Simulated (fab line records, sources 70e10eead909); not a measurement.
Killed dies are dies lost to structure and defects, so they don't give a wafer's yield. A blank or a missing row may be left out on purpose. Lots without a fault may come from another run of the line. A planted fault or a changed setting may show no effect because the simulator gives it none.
Chamber matching | flow nand_harc | NHARC_P_M0_ETCH_34 on rie_diel-05: 4 sister chambers
The step etches the open film in N2/H2, target depth 40 nm, overetch 12 nm, time 43.94 s. 4 wafers are shown with their chamber, then 12 later ones without.

WAFERS WITH THEIR CHAMBER
wafer  | chamber | drypump_motor_current_A (A)
L083.3 | 2       | 5.2
L091.3 | 1       | 6.2
L091.5 | 0       | 6.0
L091.6 | 3       | 5.4

WAFERS WITHOUT THEIR CHAMBER
wafer  | drypump_motor_current_A (A)
L093.1 | 5.1
L093.3 | 6.0
L093.6 | 6.0
L094.2 | 5.4
L094.4 | 6.2
L094.6 | 5.4
L095.2 | 6.2
L095.3 | 6.0
L095.5 | 5.4
L096.1 | 6.0
L096.2 | 6.2
L096.3 | 5.1

WHICH CHAMBER EACH WENT THROUGH
wafer  | from the rows above | in truth
L093.1 | 2                   | 2
L093.3 | 0                   | 0
L093.6 | 0                   | 0
L094.2 | 3                   | 3
L094.4 | 1                   | 1
L094.6 | 3                   | 3
L095.2 | 1                   | 1
L095.3 | 0                   | 0
L095.5 | 3                   | 3
L096.1 | 0                   | 0
L096.2 | 1                   | 1
L096.3 | 2                   | 2
Placed correctly: 12 of 12. Can't be placed from these rows: 0. Placed wrongly: 0.
How it was worked out, from the rows above alone: a wafer's distance from a chamber is the root of the sum, over the readings, of the square of ((its reading less the chamber's mean) divided by the reading's scatter). The wafer belongs to the nearest chamber; if the next one is less than 2 further off, it can't be placed. A chamber's mean is the mean of its shown wafers. The scatter: with one shown wafer a chamber, the root of the mean of the squares of how far each hidden wafer lies from its nearest shown one.
